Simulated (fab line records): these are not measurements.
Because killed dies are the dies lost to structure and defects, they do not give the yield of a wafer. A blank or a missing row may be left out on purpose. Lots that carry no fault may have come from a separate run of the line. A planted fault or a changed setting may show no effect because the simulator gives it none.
Chamber matching / flow n5 finfet / N5_BEOL_M3_STRIP_36 on rie diel-01 has 4 sister chambers
The step strips in N2/H2. 33 wafers are shown with their chamber, then 12 later ones without.

## WAFERS, EACH WITH ITS CHAMBER
wafer=L077.1; chamber=2; showerhead plenum p Torr (Torr)=2.47; throttle valve pct (%)=23.5; drypump motor current A (A)=5.4
wafer=L077.3; chamber=0; showerhead plenum p Torr (Torr)=2.70; throttle valve pct (%)=23.5; drypump motor current A (A)=5.4
wafer=L077.6; chamber=1; showerhead plenum p Torr (Torr)=2.41; throttle valve pct (%)=24.2; drypump motor current A (A)=5.1
wafer=L078.4; chamber=2; showerhead plenum p Torr (Torr)=2.47; throttle valve pct (%)=23.4; drypump motor current A (A)=5.5
wafer=L078.5; chamber=3; showerhead plenum p Torr (Torr)=2.57; throttle valve pct (%)=22.9; drypump motor current A (A)=5.6
wafer=L078.6; chamber=2; showerhead plenum p Torr (Torr)=2.46; throttle valve pct (%)=23.5; drypump motor current A (A)=5.4
wafer=L080.3; chamber=1; showerhead plenum p Torr (Torr)=2.41; throttle valve pct (%)=24.2; drypump motor current A (A)=5.1
wafer=L080.4; chamber=2; showerhead plenum p Torr (Torr)=2.47; throttle valve pct (%)=23.5; drypump motor current A (A)=5.5
wafer=L080.5; chamber=3; showerhead plenum p Torr (Torr)=2.57; throttle valve pct (%)=22.9; drypump motor current A (A)=5.6
wafer=L083.3; chamber=0; showerhead plenum p Torr (Torr)=2.70; throttle valve pct (%)=23.4; drypump motor current A (A)=5.3
wafer=L083.4; chamber=2; showerhead plenum p Torr (Torr)=2.46; throttle valve pct (%)=23.5; drypump motor current A (A)=5.5
wafer=L083.5; chamber=0; showerhead plenum p Torr (Torr)=2.70; throttle valve pct (%)=23.5; drypump motor current A (A)=5.4
wafer=L085.1; chamber=2; showerhead plenum p Torr (Torr)=2.46; throttle valve pct (%)=23.5; drypump motor current A (A)=5.5
wafer=L085.4; chamber=0; showerhead plenum p Torr (Torr)=2.70; throttle valve pct (%)=23.5; drypump motor current A (A)=5.4
wafer=L085.6; chamber=1; showerhead plenum p Torr (Torr)=2.41; throttle valve pct (%)=24.2; drypump motor current A (A)=5.1
wafer=L087.1; chamber=2; showerhead plenum p Torr (Torr)=2.46; throttle valve pct (%)=23.5; drypump motor current A (A)=5.4
wafer=L087.2; chamber=1; showerhead plenum p Torr (Torr)=2.41; throttle valve pct (%)=24.2; drypump motor current A (A)=5.1
wafer=L087.3; chamber=0; showerhead plenum p Torr (Torr)=2.69; throttle valve pct (%)=23.5; drypump motor current A (A)=5.4
wafer=L087.4; chamber=2; showerhead plenum p Torr (Torr)=2.46; throttle valve pct (%)=23.5; drypump motor current A (A)=5.5
wafer=L087.5; chamber=1; showerhead plenum p Torr (Torr)=2.40; throttle valve pct (%)=24.2; drypump motor current A (A)=5.1
wafer=L087.6; chamber=0; showerhead plenum p Torr (Torr)=2.70; throttle valve pct (%)=23.5; drypump motor current A (A)=5.3
wafer=L088.1; chamber=1; showerhead plenum p Torr (Torr)=2.40; throttle valve pct (%)=24.2; drypump motor current A (A)=5.1
wafer=L088.3; chamber=0; showerhead plenum p Torr (Torr)=2.69; throttle valve pct (%)=23.5; drypump motor current A (A)=5.4
wafer=L088.5; chamber=2; showerhead plenum p Torr (Torr)=2.46; throttle valve pct (%)=23.5; drypump motor current A (A)=5.4
wafer=L090.1; chamber=0; showerhead plenum p Torr (Torr)=2.69; throttle valve pct (%)=23.5; drypump motor current A (A)=5.3
wafer=L090.2; chamber=3; showerhead plenum p Torr (Torr)=2.56; throttle valve pct (%)=22.9; drypump motor current A (A)=5.6
wafer=L090.6; chamber=1; showerhead plenum p Torr (Torr)=2.40; throttle valve pct (%)=24.2; drypump motor current A (A)=5.1
wafer=L089.2; chamber=0; showerhead plenum p Torr (Torr)=2.69; throttle valve pct (%)=23.5; drypump motor current A (A)=5.4
wafer=L089.3; chamber=3; showerhead plenum p Torr (Torr)=2.56; throttle valve pct (%)=23.0; drypump motor current A (A)=5.6
wafer=L089.6; chamber=3; showerhead plenum p Torr (Torr)=2.56; throttle valve pct (%)=22.9; drypump motor current A (A)=5.6
wafer=L092.2; chamber=1; showerhead plenum p Torr (Torr)=2.40; throttle valve pct (%)=24.1; drypump motor current A (A)=5.1
wafer=L092.4; chamber=2; showerhead plenum p Torr (Torr)=2.45; throttle valve pct (%)=23.5; drypump motor current A (A)=5.5
wafer=L092.6; chamber=2; showerhead plenum p Torr (Torr)=2.45; throttle valve pct (%)=23.5; drypump motor current A (A)=5.5

SIGNATURES, as means of the wafers listed above
reading=showerhead plenum p Torr; chamber 0=2.6956; chamber 1=2.4050; chamber 2=2.4609; chamber 3=2.5640; scatter within a chamber=0.00597
reading=throttle valve pct; chamber 0=23.489; chamber 1=24.188; chamber 2=23.491; chamber 3=22.920; scatter within a chamber=0.0346
reading=drypump motor current A; chamber 0=5.367; chamber 1=5.100; chamber 2=5.464; chamber 3=5.600; scatter within a chamber=0.0396
Rule: a wafer lies at a distance from a chamber equal to the root of the sum of squares, over the readings, of (its reading less the chamber's mean, divided by the reading's scatter). If the next closest chamber is less than 2 further off than the closest, the wafer can't be placed; otherwise it belongs to the closest. The scatter: take each reading less its chamber's mean, square it, sum over the shown wafers, divide by the number of wafers less the number of chambers, and take the root.

## WAFERS MISSING THEIR CHAMBER
wafer=L093.1; showerhead plenum p Torr (Torr)=2.56; throttle valve pct (%)=22.9; drypump motor current A (A)=5.6
wafer=L093.2; showerhead plenum p Torr (Torr)=2.69; throttle valve pct (%)=23.5; drypump motor current A (A)=5.3
wafer=L093.3; showerhead plenum p Torr (Torr)=2.45; throttle valve pct (%)=23.5; drypump motor current A (A)=5.5
wafer=L093.4; showerhead plenum p Torr (Torr)=2.40; throttle valve pct (%)=24.2; drypump motor current A (A)=5.1
wafer=L093.5; showerhead plenum p Torr (Torr)=2.45; throttle valve pct (%)=23.5; drypump motor current A (A)=5.5
wafer=L093.6; showerhead plenum p Torr (Torr)=2.40; throttle valve pct (%)=24.2; drypump motor current A (A)=5.1
wafer=L096.1; showerhead plenum p Torr (Torr)=2.40; throttle valve pct (%)=24.2; drypump motor current A (A)=5.1
wafer=L096.3; showerhead plenum p Torr (Torr)=2.45; throttle valve pct (%)=23.5; drypump motor current A (A)=5.5
wafer=L096.5; showerhead plenum p Torr (Torr)=2.69; throttle valve pct (%)=23.5; drypump motor current A (A)=5.3
wafer=L097.1; showerhead plenum p Torr (Torr)=2.55; throttle valve pct (%)=23.0; drypump motor current A (A)=5.6
wafer=L097.4; showerhead plenum p Torr (Torr)=2.39; throttle valve pct (%)=24.2; drypump motor current A (A)=5.1
wafer=L097.5; showerhead plenum p Torr (Torr)=2.39; throttle valve pct (%)=24.2; drypump motor current A (A)=5.1

## THE CHAMBER EACH PASSED THROUGH
wafer=L093.1; from the rows above=3; in truth=3
wafer=L093.2; from the rows above=0; in truth=0
wafer=L093.3; from the rows above=2; in truth=2
wafer=L093.4; from the rows above=1; in truth=1
wafer=L093.5; from the rows above=2; in truth=2
wafer=L093.6; from the rows above=1; in truth=1
wafer=L096.1; from the rows above=1; in truth=1
wafer=L096.3; from the rows above=2; in truth=2
wafer=L096.5; from the rows above=0; in truth=0
wafer=L097.1; from the rows above=3; in truth=3
wafer=L097.4; from the rows above=1; in truth=1
wafer=L097.5; from the rows above=1; in truth=1
Placed correctly: 12 of 12. Not placeable from these rows: 0. Wrongly placed: 0.
